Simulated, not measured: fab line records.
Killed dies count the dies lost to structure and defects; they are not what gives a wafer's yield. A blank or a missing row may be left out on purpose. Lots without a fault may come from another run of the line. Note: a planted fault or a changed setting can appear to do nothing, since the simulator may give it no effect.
3 desks looking at one fault	flow nand harc	what lay behind the numbers comes last; until then each desk has only its own

AT THE TOOL OWNER'S DESK: rie diel-10
The tool's own readings at NHARC_A_WL_FILL_ETCHBACK_16 (etches the open film in C4F8/O2/Ar, target depth 88 nm, time 17.6 s): means of the sampled wafers that have a number, for each lot that ran on this tool. A lot is out of limits, marked OUT, if its mean lies more than 4 standard deviations from the usual mean; the brackets give that distance.
Columns: A = oes product au at NHARC_A_WL_FILL_ETCHBACK_16, usual 0.989 a.u.; B = rf vpp V at NHARC_A_WL_FILL_ETCHBACK_16, usual 724 V
lot	first seen here	A	B
L352	day 15 13:25	0.921	721
L357	day 16 06:49	0.995	722
L359	day 16 15:11	1.009	720
L356	day 16 22:10	1.004	722
L365	day 19 04:59	0.720 (-9.3) OUT	725
This desk finds L365 out of limits, L365 being first, at day 19 04:59 (oes product au at NHARC_A_WL_FILL_ETCHBACK_16). Within limits: L352, L357, L359, L356.

THE DEFECT DESK
What the inspections along the route counted, lot by lot: means of the sampled wafers that have a number. A lot is out of limits, marked OUT, if its mean lies more than 4 standard deviations from the usual mean; the brackets give that distance.
Columns: A = raw defect count at NHARC_A_WL_FILL_INSPECT_15, usual 400
lot	first seen here	A
L352	day 16 07:40	283
L354	day 16 07:59	307
L353	day 16 18:16	560
L357	day 16 18:24	292
L355	day 17 06:31	284
L359	day 17 12:11	282
L356	day 17 12:55	377
L361	day 18 15:01	284
L364	day 19 07:01	767
L365	day 19 16:17	412
L371	day 20 00:50	459
L374	day 21 04:56	397
L375	day 21 15:47	381
This desk found nothing out of limits on any of the 13 lots.

METROLOGY DESK
What the gauges read for every lot (on any tool): the sampled wafers with a number, averaged. A lot is out of limits, marked OUT, if its mean lies more than 4 standard deviations from the usual mean; the brackets give that distance.
Columns: A = overlay x nm at NHARC_A_SLIT_OVL_MEAS_10, usual 0.1 nm; B = overlay y nm at NHARC_A_SLIT_OVL_MEAS_10, usual -0.1 nm
lot	first seen here	A	B
L352	day 14 00:02	0.7	0.3
L354	day 14 13:29	-0.4	-0.5
L357	day 14 23:11	0.1	-0.3
L353	day 14 23:20	-0.4	0.6
L355	day 14 23:30	0.5	-0.4
L356	day 15 01:07	-0.7	-1.6
L359	day 15 08:34	-0.9	0.6
L361	day 16 16:43	-0.7	1.7
L364	day 17 10:37	1.7	0.3
L365	day 17 21:50	1.5	0.5
L371	day 18 09:33	-0.9	0.4
L374	day 19 07:11	0.0	0.4
L375	day 19 18:38	0.1	-0.4
This desk found nothing out of limits on any of the 13 lots.

TAKEN TOGETHER
The tool owner's desk had the chance to raise an alarm at day 19 04:59 on L365.
No out-of-limits result turned up at the defect desk.
Nothing out of limits was seen by the metrology desk.
The defect desk has L365 on record, within its limits.
The metrology desk has L365 on record, within its limits.
Every lot named ran NHARC_A_WL_FILL_ETCHBACK_16 on rie diel-10.

WHAT WAS PUT IN BY THE SIMULATOR
rie diel-10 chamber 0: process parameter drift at NHARC_A_WL_FILL_ETCHBACK_16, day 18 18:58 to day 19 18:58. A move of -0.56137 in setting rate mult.
Shown lots that were struck: L365.
Time in hours from fault onset to the first out-of-limits reading at each desk: the tool owner's desk, 10.
